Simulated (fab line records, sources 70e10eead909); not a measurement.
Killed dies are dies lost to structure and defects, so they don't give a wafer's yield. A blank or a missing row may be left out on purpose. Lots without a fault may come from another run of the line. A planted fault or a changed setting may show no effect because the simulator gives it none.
fab line records | flow nand_harc
record lots=5 wafers=15 last_day=32
route steps=1302 shown P_CONTACT@217 END@1302
lots that met no fault: from a run of the same line without faults
start_h: hours from the record's first day to the start of the lot's first wafer shown | wait_h: hours since the lot's step before | " the same as in the row above | L1.1+2: a row that stands for several wafers | - no value, or no start given | * or withheld: withheld | < > ~ a bound
route shown NAME@n: a module of which the file shows steps, and the number in the route of the first | usual: mean/standard deviation of fault-free wafers | same: alike in all rows | chamber/n: place in a boat | sites: the reading at each site | _std_site: their standard deviation | _edge_site: outer sites' mean less inner sites' | radius_mm: how far each site lies from the wafer's centre | mask NAME#n: copy n | behind: the tool/chamber that last shaped the wafer | hold: why the lot was held/for how many hours/how that ended | device: the transistor (n, p or np) that didn't switch | end of line: the same wafers' tests at the end of the route | a step without rows: its recipe alone | killed: dies lost to structure and defects at the first sort, not the wafer's yield | map: a wafer's dies, x killed, . not, _ none there
set.NAME: the setting as run; set.NAME@STEP: as run at that earlier step | model.NAME: the simulator's own value behind a step, which no gauge read
lots at some steps of the route; a table a step, a row a wafer
services: from which hour (start_h, from the record's first day; less than 0 if before it) a tool's chamber was out of use, for how many hours, and why
## steps
# step NHARC_P_CONTACT_DEP_30
# recipe target_thk_a=300 temp_c=400 target_thk_nm=30 flow_sccm=200 rf_w=450 material=SiNx
# usual heater_power_outer_w=425/81 heater_power_w=722/110
# columns lot.wafer tool chamber start_h wait_h heater_power_outer_w heater_power_w
L227.2 pecvd-04 1 111.93 0.1 342 588
L227.5 " 1 " " 343 598
L227.4 " 0 " " 515 810
L233.3 pecvd-03 0 174.38 0.1 288 532
L233.6 " 2 " " 381 628
L233.4 " 0 " " 293 553
L242.2 pecvd-01 2 270.23 0.1 497 841
L242.6 " 1 " " 393 715
L242.5 " 0 " " 386 610
L241.2 pecvd-03 0 271.34 0.1 264 536
L241.1 " 1 " " 498 861
L241.5 " 2 " " 445 735
L247.1 pecvd-04 1 317.72 0.3 381 652
L247.3 " 2 " " 372 718
L247.4 " 2 " " 369 717
# step NHARC_P_CONTACT_DEP_00
# recipe target_thk_a=5000 temp_c=400 pressure_torr=6.5 rf_w=900 teos_flow_sccm=161.4 flow_sccm=2650 target_thk_nm=500 gas=O2 material=SiO2
# usual heater_power_outer_w=302/79 heater_power_w=557/100 throttle_valve_pct=15.9/0.36
# columns lot.wafer tool chamber start_h wait_h heater_power_outer_w heater_power_w throttle_valve_pct
L227.2 pecvd-04 1 - - 180 386 15.5
L227.5 " 1 " " 213 431 15.6
L227.4 " 0 " " 314 528 16.0
L233.3 pecvd-03 0 - - 167 371 16.0
L233.6 " 2 " " 295 503 16.5
L233.4 " 0 " " 191 405 16.1
L242.2 pecvd-01 2 - - 388 674 16.2
L242.6 " 1 " " 349 656 16.4
L242.5 " 0 " " 309 513 15.8
L241.2 pecvd-03 0 - - 153 390 15.6
L241.1 " 1 " " 378 709 15.4
L241.5 " 2 " " 270 487 16.3
L247.1 pecvd-04 1 - - 269 499 16.1
L247.3 " 2 " " 227 535 15.4
L247.4 " 2 " " 244 550 15.8
# step NHARC_P_CONTACT_CMP_01
# recipe target_thk_nm=200 material=SiO2
# step NHARC_P_CONTACT_SRD_03
# step NHARC_P_CONTACT_DEHYDRATE_04
# recipe temp_c=150 time_s=120
# step NHARC_P_CONTACT_HMDS_05
# recipe time_s=30
# step NHARC_P_CONTACT_COAT_33
# recipe temp_c=260 time_s=75
# step NHARC_P_CONTACT_COAT_34
# recipe temp_c=225 time_s=65
# step NHARC_P_CONTACT_COAT_06
# recipe spin_rpm=1500 resist_thk_nm=90
# step NHARC_P_CONTACT_SOFTBAKE_07
# recipe temp_c=105 time_s=55
# step NHARC_P_CONTACT_EBR_08
# step NHARC_P_CONTACT_EXPOSE_09
# recipe na=1.35 target_cd_nm=90 dose_mj=81.26 mask_id=P_CA
# usual reticle_temp_C=23.02/0.11
# columns lot.wafer tool chamber start_h wait_h mask reticle_temp_C
L227.2 arfi_scanner-03 0 113.34 - P_CA#0 23.08
L227.4 " 0 " " P_CA#0 23.15
L227.5 " 0 " " P_CA#0 23.12
L233.3 arfi_scanner-01 0 175.63 - P_CA_R1#0 22.96
L233.4 " 0 " " P_CA_R1#0 23.17
L233.6 " 0 " " P_CA_R1#0 22.92
L242.2 arfi_scanner-03 0 271.59 - P_CA#0 22.99
L242.5 " 0 " " P_CA#0 23.03
L242.6 " 0 " " P_CA#0 22.96
L241.1 arfi_scanner-02 0 272.71 - P_CA#0 23.12
L241.2 " 0 " " P_CA#0 23.16
L241.5 " 0 " " P_CA#0 22.91
L247.1 arfi_scanner-01 0 318.96 - P_CA#0 22.99
L247.3 " 0 " " P_CA#0 23.02
L247.4 " 0 " " P_CA#0 22.99
# step NHARC_P_CONTACT_PEB_10
# recipe peb_temp_c=100 peb_time_s=65
# step NHARC_P_CONTACT_DEVELOP_11
# recipe develop_time_s=35 dev_temp_c=23
# step NHARC_P_CONTACT_CD_MEAS_12
# recipe target_cd_nm=90 landing_energy_ev=500
# usual cd_nm=90.1/0.53
# same landing_energy_ev=500
# columns lot.wafer tool chamber start_h wait_h cd_nm
L227.2 cd_sem-01 0 113.48 - 90.2
L227.4 " 0 " " 90.5
L227.5 " 0 " " 91.4
L233.3 cd_sem-02 0 175.76 - 97.0
L233.4 " 0 " " 97.5
L233.6 " 0 " " 97.1
L242.2 cd_sem-02 0 271.73 - 90.1
L242.5 " 0 " " 90.0
L242.6 " 0 " " 90.6
L241.1 cd_sem-02 0 272.85 - 91.0
L241.2 " 0 " " 90.4
L241.5 " 0 " " 90.6
L247.1 cd_sem-01 0 319.09 - 90.3
L247.3 " 0 " " 90.9
L247.4 " 0 " " 89.9
# step NHARC_P_CONTACT_OVL_MEAS_13
# usual overlay_x_nm=0.0/0.79 overlay_y_nm=-0.2/0.87
# columns lot.wafer tool chamber start_h wait_h overlay_x_nm overlay_y_nm
L227.2 overlay-01 - 113.56 - -0.1 -0.6
L227.4 " - " " -0.2 -1.0
L227.5 " - " " 0.7 0.2
L233.3 overlay-02 - 175.85 - -1.0 0.0
L233.4 " - " " -1.9 -0.3
L233.6 " - " " -1.0 0.0
L242.2 overlay-01 - 271.82 - 0.5 -0.2
L242.5 " - " " 0.7 -1.2
L242.6 " - " " 1.2 -0.6
L241.1 overlay-01 - 272.94 - -0.5 -1.7
L241.2 " - " " -0.7 -1.4
L241.5 " - " " -0.5 -1.7
L247.1 overlay-02 - 319.18 - 0.4 0.1
L247.3 " - " " 0.5 0.4
L247.4 " - " " 0.4 0.3
# step NHARC_P_CONTACT_INSPECT_14
# usual raw_defect_count=4.2/2.1
# columns lot.wafer tool chamber start_h wait_h raw_defect_count
L227.2 defect_inspect-02 - 113.60 0.0 6
L227.4 " - " " 7
L227.5 " - " " 0
L233.3 defect_inspect-01 - 175.88 0.0 8
L233.4 " - " " 5
L233.6 " - " " 5
L242.2 defect_inspect-02 - 271.85 0.0 3
L242.5 " - " " 4
L242.6 " - " " 3
L241.1 defect_inspect-02 - 272.97 0.0 5
L241.2 " - " " 5
L241.5 " - " " 2
L247.1 defect_inspect-02 - 319.22 0.0 5
L247.3 " - " " 5
L247.4 " - " " 5
# step NHARC_P_CONTACT_DESCUM_17
# recipe time_s=3 o2_flow_sccm=200 ar_flow_sccm=0 bias_power_w=0 chemistry=O2
# usual drypump_motor_current_A=5.8/0.43 oes_product_au=1.001/0.0073 rf_vpp_V=57.8/0.79 showerhead_plenum_p_Torr=1.90/0.066 throttle_valve_pct=11.312/0.0099
# columns lot.wafer tool chamber start_h wait_h drypump_motor_current_A oes_product_au rf_hours_counter_h rf_vpp_V showerhead_plenum_p_Torr throttle_valve_pct model.P_CONTACT.cd_nm
L227.4 rie_diel-02 2 113.66 0.1 5.1 0.988 3.6 57.6 1.88 11.313 90.09
L227.2 " 0 " " 6.0 1.000 3.6 57.8 1.94 11.323 90.42
L227.5 " 3 " " 5.7 1.000 - 58.0 2.03 11.319 91.34
L233.4 rie_diel-10 1 175.95 0.1 5.6 1.008 2.8 58.2 1.90 11.326 97.03
L233.3 " 2 " " 5.7 1.006 3.0 57.8 1.91 11.294 96.49
L233.6 " 0 " " 5.9 1.000 - 56.7 1.84 11.327 96.82
L242.2 rie_diel-10 2 271.94 0.1 5.7 1.006 0.3 59.1 1.91 11.293 90.66
L242.6 " 3 " " 5.4 0.999 - 56.8 1.80 11.307 90.78
L242.5 " 0 " " 5.9 1.005 - 57.4 1.84 11.308 89.83
L241.2 rie_diel-02 0 273.05 0.1 6.0 1.008 3.1 58.3 1.93 11.310 90.82
L241.1 " 1 " " 6.4 1.003 3.0 58.6 1.85 11.300 91.05
L241.5 " 2 " " 5.1 0.999 - 57.6 1.88 11.313 90.99
L247.3 rie_diel-10 3 319.28 0.1 5.4 1.011 1.8 56.5 1.80 11.309 91.07
L247.4 " 0 " " 5.9 1.010 1.2 56.9 1.83 11.326 89.86
L247.1 " 2 " " 5.7 1.003 1.8 58.3 1.91 11.324 90.37
# step NHARC_P_CONTACT_ETCH_35
# recipe target_depth_a=390 over_etch_frac=0.3 time_s=65 ion_energy_ev=80 cf4_flow_sccm=150 ar_flow_sccm=0 rf_w=300 bias_w=100 chemistry=CF4
# usual drypump_motor_current_A=5.8/0.42 oes_product_au=1.000/0.0065 rf_vpp_V=151.1/0.96 showerhead_plenum_p_Torr=1.76/0.054 throttle_valve_pct=13.284/0.0083
# columns lot.wafer tool chamber start_h wait_h drypump_motor_current_A oes_product_au rf_hours_counter_h rf_vpp_V showerhead_plenum_p_Torr throttle_valve_pct
L227.4 rie_diel-02 3 113.75 0.1 5.7 1.000 3.7 153.1 1.87 13.291
L227.2 " 0 " " 6.0 0.998 3.6 151.7 1.79 13.288
L227.5 " 3 " " 5.7 1.006 - 152.2 1.87 13.290
L233.3 rie_diel-10 1 176.03 0.1 5.6 1.016 2.8 150.1 1.75 13.280
L233.4 " 0 " " 5.9 1.002 2.9 149.8 1.70 13.277
L233.6 " 2 " " 5.7 1.006 - 149.5 1.77 13.301
L242.2 rie_diel-10 2 272.01 0.1 5.7 0.999 0.3 151.1 1.77 13.287
L242.6 " 0 " " 5.9 0.989 - 150.7 1.70 13.283
L242.5 " 1 " " 5.6 1.002 - 150.3 1.75 13.289
L241.1 rie_diel-02 1 273.13 0.1 6.5 0.998 3.0 152.6 1.71 13.294
L241.2 " 2 " " 5.1 0.997 2.3 151.0 1.74 13.293
L241.5 " 3 " " 5.7 1.007 - 152.4 1.86 13.279
L247.3 rie_diel-10 3 319.37 0.1 5.4 0.992 1.8 151.4 1.67 13.287
L247.4 " 0 " " 5.9 1.000 1.3 150.1 1.70 13.293
L247.1 " 2 " " 5.7 1.001 1.8 151.1 1.77 13.286
# step NHARC_P_CONTACT_ETCH_36
# recipe target_depth_a=2600 over_etch_frac=0.25 time_s=406.25 ion_energy_ev=200 n2_flow_sccm=150 h2_flow_sccm=150 ar_flow_sccm=0 rf_w=400 bias_w=150 chemistry=N2/H2
# usual drypump_motor_current_A=5.8/0.43 oes_product_au=1.001/0.0079 rf_vpp_V=430.2/2.1 showerhead_plenum_p_Torr=2.03/0.073 throttle_valve_pct=14.172/0.0087
# columns lot.wafer tool chamber start_h wait_h drypump_motor_current_A oes_product_au rf_hours_counter_h rf_vpp_V showerhead_plenum_p_Torr throttle_valve_pct
L227.4 rie_diel-02 3 - - 5.7 1.003 3.8 434.9 2.16 14.167
L227.2 " 2 " " 5.1 0.998 3.7 430.1 2.01 14.170
L227.5 " 0 " " 6.0 0.989 - 431.8 2.06 14.171
L233.4 rie_diel-10 1 - - 5.6 1.004 2.9 429.4 2.02 14.172
L233.3 " 3 " " 5.4 0.995 3.0 427.9 1.92 14.170
L233.6 " 1 " " 5.6 1.004 - 429.1 2.02 14.155
L242.2 rie_diel-10 0 - - 6.0 1.000 0.4 429.0 1.95 14.181
L242.6 " 2 " " 5.7 1.010 - 430.0 2.04 14.169
L242.5 " 3 " " 5.4 1.009 - 428.2 1.92 14.165
L241.2 rie_diel-02 2 - - 5.1 0.999 2.3 430.3 2.00 14.180
L241.1 " 3 " " 5.7 0.999 2.4 434.1 2.16 14.182
L241.5 " 2 " " 5.1 0.999 - 427.8 2.00 14.177
L247.1 rie_diel-10 0 - - 6.0 1.005 1.3 427.8 1.95 14.167
L247.4 " 2 " " 5.7 1.002 1.9 430.0 2.04 14.156
L247.3 " 3 " " 5.4 1.011 1.9 426.7 1.92 14.170
# step NHARC_P_CONTACT_ETCH_18
# recipe target_depth_a=4810 time_s=240.5 c4f8_flow_sccm=20 o2_flow_sccm=10 ar_flow_sccm=withheld rf_w=600 bias_w=1500 chemistry=C4F8/O2/Ar
# usual oes_product_au=0.964/0.014 rf_vpp_V=977/4.5
# columns lot.wafer tool chamber start_h wait_h oes_product_au rf_hours_counter_h rf_vpp_V
L227.4 rie_diel-02 3 - - 0.956 4.0 986
L227.2 " 0 " " 0.961 3.9 982
L227.5 " 3 " " 0.963 - 985
L233.3 rie_diel-10 2 - - 0.953 3.1 979
L233.4 " 0 " " 0.946 3.1 972
L233.6 " 3 " " 0.945 - 972
L242.2 rie_diel-10 0 - - 0.968 0.4 974
L242.5 " 2 " " 0.979 - 978
L242.6 " 3 " " 0.967 - 971
L241.1 rie_diel-02 1 - - 0.986 3.3 973
L241.2 " 3 " " 0.972 2.5 985
L241.5 " 1 " " 0.979 - 973
L247.1 rie_diel-10 0 - - 0.962 1.5 973
L247.4 " 1 " " 0.982 1.9 976
L247.3 " 2 " " 0.971 2.0 977
# step NHARC_P_CONTACT_STRIP_37
# recipe c4f8_flow_sccm=withheld o2_flow_sccm=8 ar_flow_sccm=withheld bias_w=0 chemistry=C4F8/O2/Ar
# step NHARC_P_CONTACT_ETCH_31
# recipe target_depth_a=300 time_s=85.7 ion_energy_ev=120 over_etch_frac=1 ch3f_flow_sccm=50 o2_flow_sccm=30 ar_flow_sccm=200 rf_w=500 bias_w=100 chemistry=CH3F/O2
# usual drypump_motor_current_A=5.8/0.42 oes_product_au=0.980/0.011 rf_vpp_V=244.1/1.5 showerhead_plenum_p_Torr=2.45/0.082 throttle_valve_pct=20.664/0.009
# columns lot.wafer tool chamber start_h wait_h drypump_motor_current_A oes_product_au rf_hours_counter_h rf_vpp_V showerhead_plenum_p_Torr throttle_valve_pct model.P_CONTACT.cd_nm
L227.2 rie_diel-02 3 - - 5.8 0.987 4.1 246.2 2.60 20.690 91.34
L227.4 " 1 " " 6.5 0.984 3.8 240.3 2.38 20.667 89.77
L227.5 " 3 " " 5.8 0.982 - 245.5 2.60 20.655 92.23
L233.3 rie_diel-10 3 - - 5.4 0.968 3.2 241.8 2.32 20.675 97.01
L233.4 " 1 " " 5.6 0.967 3.2 245.0 2.44 20.662 95.74
L233.6 " 3 " " 5.4 0.970 - 243.1 2.32 20.673 97.53
L242.2 rie_diel-10 2 - - 5.7 0.997 0.7 245.5 2.46 20.662 90.98
L242.6 " 0 " " 5.9 0.974 - 243.3 2.36 20.652 91.9
L242.5 " 1 " " 5.6 0.985 - 244.0 2.44 20.658 88.9
L241.1 rie_diel-02 0 - - 6.0 0.995 3.4 243.2 2.48 20.660 89.91
L241.2 " 2 " " 5.1 0.982 2.6 244.1 2.42 20.671 89.87
L241.5 " 0 " " 6.0 0.997 - 244.0 2.48 20.660 89.43
L247.4 rie_diel-10 1 - - 5.6 1.006 2.0 243.6 2.43 20.664 89.56
L247.1 " 2 " " 5.7 1.000 2.0 244.7 2.46 20.666 89.78
L247.3 " 3 " " 5.4 0.985 2.0 241.2 2.32 20.673 90.03
# step NHARC_P_CONTACT_CD_MEAS_19
# usual cd_nm=90.1/1.2
# columns lot.wafer tool chamber start_h wait_h cd_nm
L227.2 cd_sem-02 - 114.53 - 91.6
L227.4 " - " " 90.2
L227.5 " - " " 92.1
L233.3 cd_sem-02 - 176.83 - 97.1
L233.4 " - " " 95.5
L233.6 " - " " 97.4
L242.2 cd_sem-02 - 272.79 - 91.0
L242.5 " - " " 89.2
L242.6 " - " " 92.2
L241.1 cd_sem-01 - 273.92 - 89.7
L241.2 " - " " 90.3
L241.5 " - " " 89.1
L247.1 cd_sem-03 - 320.15 - 89.7
L247.3 " - " " 90.2
L247.4 " - " " 89.3
# step NHARC_END_SORT_01
# recipe temp_c=25
# usual killed_at_array=52/16 killed_at_other=0.8/1.1 killed_at_periphery=4.2/2.5 killed_dies=57/16 killed_open=3.4/2 killed_short=2.6/1.6
# same gross_dies=677
# columns lot.wafer tool chamber start_h wait_h killed_at_array killed_at_other killed_at_periphery killed_dies killed_open killed_short
L233.3 prober-01 0 613.62 3.1 24 0 6 30 4 3
L233.6 prober-01 0 616.02 4.0 25 0 6 31 4 3
L241.1 prober-01 0 708.21 2.5 53 0 1 54 4 2
L241.2 prober-01 0 709.02 2.8 45 0 1 46 3 2
L241.5 prober-01 0 711.44 3.7 50 0 1 51 1 7
L242.2 prober-02 0 709.06 2.8 58 0 5 63 8 2
L242.5 prober-02 0 711.48 3.7 80 1 2 83 2 4
L242.6 prober-02 0 712.29 4.0 54 0 5 59 3 1
# killed by level:class
L233.3 A_CHANNEL_HOLE_D2:chamber_film_flake=8 P_ZERO_WELL:chamber_film_flake=3 A_CONTACT:chamber_film_flake=3 A_ONON_D1:geometric_particle:open=2 A_CHANNEL_HOLE_D1:chamber_film_flake=2 A_STAIRCASE:chamber_film_flake=2 P_CONTACT:area_expose=2 P_CONTACT:geometric_particle:open=1
L233.6 A_CHANNEL_HOLE_D2:chamber_film_flake=8 A_CHANNEL_FILL_D2:chamber_film_flake=3 A_CHANNEL_FILL_D1:geometric_particle:open=2 A_WL_FILL:geometric_particle:short=2 P_ZERO_WELL:chamber_film_flake=2 A_CHANNEL_HOLE_D1:chamber_film_flake=2 A_STAIRCASE:chamber_film_flake=2 A_SLIT:chamber_film_flake=2
L241.1 A_CHANNEL_HOLE_D1:chamber_film_flake=33 A_STAIRCASE:chamber_film_flake=7 A_CONTACT:chamber_film_flake=3 A_ONON_D1:geometric_particle:open=2 A_SLIT:chamber_film_flake=2 A_ONON_D1:geometric_particle:short=1 A_ONON_D2:geometric_particle:open=1 A_CHANNEL_FILL_D2:geometric_particle:open=1
L241.2 A_CHANNEL_HOLE_D1:chamber_film_flake=19 A_CONTACT:chamber_film_flake=8 A_STAIRCASE:chamber_film_flake=7 A_SLIT:chamber_film_flake=5 A_CHANNEL_FILL_D1:geometric_particle:short=2 A_SOURCE_PLATE:geometric_particle:open=1 A_ONON_D2:geometric_particle:open=1 A_SGD_CUT:geometric_particle:open=1
L242.2 A_SLIT:chamber_film_flake=15 A_CHANNEL_HOLE_D2:chamber_film_flake=13 A_STAIRCASE:chamber_film_flake=11 A_CHANNEL_HOLE_D1:chamber_film_flake=5 A_CHANNEL_FILL_D1:chamber_film_flake=3 P_GATE:geometric_particle:open=2 P_ZERO_WELL:chamber_film_flake=2 A_CHANNEL_FILL_D1:geometric_particle:open=1
L241.5 A_CHANNEL_HOLE_D1:chamber_film_flake=29 A_STAIRCASE:chamber_film_flake=6 A_CONTACT:chamber_film_flake=5 A_SLIT:chamber_film_flake=2 P_CONTACT:geometric_particle:short=1 A_ONON_D1:geometric_particle:short=1 A_CHANNEL_FILL_D1:geometric_particle:short=1 A_DECK1_JOINT:geometric_particle:short=1
L242.5 A_SLIT:chamber_film_flake=33 A_CHANNEL_HOLE_D2:chamber_film_flake=16 A_CONTACT:chamber_film_flake=8 A_CHANNEL_HOLE_D1:chamber_film_flake=7 A_STAIRCASE:chamber_film_flake=4 A_DECK1_JOINT:chamber_film_flake=3 A_CHANNEL_FILL_D2:chamber_film_flake=3 P_CONTACT:geometric_particle:short=1
L242.6 A_CHANNEL_HOLE_D2:chamber_film_flake=18 A_SLIT:chamber_film_flake=17 A_STAIRCASE:chamber_film_flake=8 A_CHANNEL_HOLE_D1:chamber_film_flake=4 A_CONTACT:chamber_film_flake=2 P_GATE:geometric_particle:short=1 P_CONTACT:geometric_particle:open=1 A_CHANNEL_FILL_D2:geometric_particle:open=1
## services
# columns tool chamber start_h hours kind
pecvd-04 - 88.18 13.0 pm
rie_diel-02 3 127.34 9.4 repair
pecvd-01 - 130.30 13.0 pm
rie_diel-02 0 134.11 9.6 repair
rie_diel-02 - 146.96 0.5 repair
pecvd-04 2 169.62 30.8 repair
pecvd-03 - 185.00 13.0 pm
rie_diel-10 - 188.44 1.6 repair
arfi_scanner-03 - 196.00 4.0 pm
pecvd-04 - 197.32 5.5 repair
arfi_scanner-03 - 202.74 0.6 repair
arfi_scanner-03 - 204.37 7.1 repair
rie_diel-02 - 216.84 9.0 pm
arfi_scanner-03 - 217.41 1.0 repair
rie_diel-10 - 229.03 0.4 repair
pecvd-04 2 239.83 11.2 repair
rie_diel-10 - 242.69 9.0 pm
arfi_scanner-01 - 252.01 4.0 pm
arfi_scanner-01 - 256.89 0.5 repair
pecvd-01 - 260.23 0.2 repair
pecvd-04 - 269.18 13.0 pm
pecvd-04 - 303.80 1.0 repair
arfi_scanner-01 - 310.62 0.7 repair
pecvd-01 - 311.30 13.0 pm
## key
first_sign step=NHARC_P_CONTACT_EXPOSE_09 reading=mask direction=changed
effect step=NHARC_P_CONTACT_CD_MEAS_12 reading=cd_nm direction=up sigmas=13 usual=90.1 struck=97.2
effect step=NHARC_P_CONTACT_CD_MEAS_19 reading=cd_nm direction=up sigmas=5.5 usual=90.1 struck=96.6
model_effect step=NHARC_P_CONTACT_DESCUM_17 value=P_CONTACT.cd_nm without=89.52 struck=96.78
model_effect step=NHARC_P_CONTACT_ETCH_31 value=P_CONTACT.cd_nm without=89.5 struck=96.76
met_at NHARC_P_CONTACT_EXPOSE_09
struck_wafers L233.3,L233.4,L233.6
tester_left_out L233
fault kind=wrong_mask tool=any chamber=- onset_h=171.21 steps=NHARC_P_CONTACT_EXPOSE_09 aux_copy=P_CA_R1#0 cd_offset_nm=7.2607 scope=struck_lots_only
# tester_left_out: of these lots the tester's yield and bins aren't shown, on N5 and GAA mostly nor the transistor test; their killed dies are dies lost to structure and defects alone, not to doping, threshold or leakage, so they don't give the yield
